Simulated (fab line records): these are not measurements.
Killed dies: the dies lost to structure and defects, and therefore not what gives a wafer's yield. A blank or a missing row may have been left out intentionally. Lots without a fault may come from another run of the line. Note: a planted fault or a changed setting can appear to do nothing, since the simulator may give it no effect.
Matching of chambers	flow nand harc	4 sister chambers for NHARC_A_CONTACT_ETCH_50 on rie diel-05
The step etches the open film in CF4/CHF3, target depth 121 nm, time 60.5 s. 8 wafers are shown with their chamber, then 7 later ones without.

## WAFERS, EACH WITH ITS CHAMBER
wafer	chamber	showerhead plenum p Torr (Torr)	rf vpp V (V)
L608.2	2	1.50	369.2
L614.2	1	1.59	370.3
L614.5	0	1.58	370.5
L614.6	1	1.59	370.4
L615.2	2	1.50	368.6
L615.5	3	1.63	371.7
L616.2	0	1.58	370.2
L616.5	3	1.62	374.0

## WAFERS WITH NO CHAMBER GIVEN
wafer	showerhead plenum p Torr (Torr)	rf vpp V (V)
L616.6	1.49	367.7
L617.1	1.59	370.5
L617.2	1.50	366.3
L617.4	1.57	371.1
L619.3	1.62	371.4
L619.4	1.57	371.2
L619.5	1.62	371.7

## WHICH CHAMBER EACH ONE RAN IN
wafer	from the rows above	in truth
L616.6	2	2
L617.1	1	1
L617.2	2	2
L617.4	0	0
L619.3	3	3
L619.4	0	0
L619.5	3	3
Placed correctly: 7 of 7. Number that these rows cannot place: 0. Wrongly placed: 0.
How it was worked out, from the rows above alone: a wafer's distance from a chamber is the root of the sum, over the readings, of the square of ((its reading less the chamber's mean) divided by the reading's scatter). If the next closest chamber is less than 2 further off than the closest, the wafer can't be placed; otherwise it belongs to the closest. A chamber's mean is the mean of its shown wafers. The scatter: the root of (the sum of the squares of (reading less its chamber's mean) over the shown wafers, divided by (wafers less chambers)).
